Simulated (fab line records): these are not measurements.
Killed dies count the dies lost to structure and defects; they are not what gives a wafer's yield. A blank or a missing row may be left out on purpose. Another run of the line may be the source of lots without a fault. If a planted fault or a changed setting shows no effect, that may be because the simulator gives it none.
Chamber matching + flow nand_harc + cmp-04 running NHARC_A_STAIRCASE_CMP_472: 4 sister chambers
The step polishes SiO2. 14 wafers are shown with their chamber, then 7 later ones without.

## WAFERS WITH THEIR CHAMBER
| wafer  | chamber | motor_current_A (A) | slurry_filter_dp_kPa (kPa) | edge_zone_pressure_frac |
|--------|---------|---------------------|----------------------------|-------------------------|
| L230.3 | 2       | 13.1                | 13.06                      | 1.000                   |
| L230.4 | 3       | 12.0                | 13.36                      | 0.999                   |
| L230.6 | 3       | 11.4                | 13.60                      | 1.004                   |
| L233.2 | 1       | 11.0                | 13.54                      | 0.996                   |
| L233.5 | 0       | 13.6                | 13.51                      | 1.003                   |
| L233.6 | 1       | 10.5                | 13.35                      | 1.005                   |
| L235.2 | 1       | 11.2                | 13.56                      | 0.996                   |
| L235.3 | 0       | 13.2                | 13.28                      | 1.005                   |
| L235.5 | 0       | 13.4                | 13.43                      | 0.996                   |
| L238.1 | 3       | 11.2                | 13.48                      | 1.001                   |
| L238.3 | 1       | 11.4                | 13.59                      | 0.991                   |
| L238.5 | 3       | 11.4                | 13.44                      | 1.000                   |
| L248.4 | 1       | 10.5                | 13.38                      | 0.994                   |
| L248.5 | 2       | 12.4                | 13.42                      | 0.995                   |

SIGNATURES (means of the wafers above)
| reading                 | chamber 0 | chamber 1 | chamber 2 | chamber 3 | scatter within a chamber |
|-------------------------|-----------|-----------|-----------|-----------|--------------------------|
| motor_current_A         | 13.400    | 10.920    | 12.750    | 11.500    | 0.368                    |
| slurry_filter_dp_kPa    | 13.4067   | 13.4840   | 13.2400   | 13.4700   | 0.131                    |
| edge_zone_pressure_frac | 1.00133   | 0.99640   | 0.99750   | 1.00100   | 0.00425                  |
Rule: for each reading, subtract the chamber's mean from the wafer's reading, divide by that reading's scatter and square the result; add these up over the readings and take the root, which gives the wafer's distance from the chamber. The wafer belongs to the nearest chamber; if the next one is less than 2 further off, it can't be placed. The scatter: take each reading less its chamber's mean, square it, sum over the shown wafers, divide by the number of wafers less the number of chambers, and take the root.

## WAFERS WHOSE CHAMBER IS MISSING
| wafer  | motor_current_A (A) | slurry_filter_dp_kPa (kPa) | edge_zone_pressure_frac |
|--------|---------------------|----------------------------|-------------------------|
| L248.6 | 11.9                | 13.56                      | 1.000                   |
| L249.2 | 12.0                | 13.37                      | 1.008                   |
| L249.3 | 11.7                | 13.33                      | 0.995                   |
| L249.6 | 10.6                | 13.57                      | 0.999                   |
| L250.3 | 13.5                | 13.37                      | 1.000                   |
| L250.4 | 11.4                | 13.72                      | 1.001                   |
| L250.5 | 12.4                | 13.55                      | 1.008                   |

## THE CHAMBER EACH PASSED THROUGH
| wafer  | from the rows above               | in truth |
|--------|-----------------------------------|----------|
| L248.6 | can't be placed: 3 or 1           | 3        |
| L249.2 | can't be placed: 3 or 2 or 1 or 0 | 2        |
| L249.3 | can't be placed: 3 or 1 or 2      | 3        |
| L249.6 | can't be placed: 1 or 3           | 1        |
| L250.3 | can't be placed: 0 or 2           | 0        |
| L250.4 | can't be placed: 3 or 1           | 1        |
| L250.5 | can't be placed: 3 or 0 or 2 or 1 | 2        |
Correct placement for 0 of the 7. Cannot be placed on the basis of these rows: 7; the candidates contain the true chamber in 7. Placed wrongly: 0.
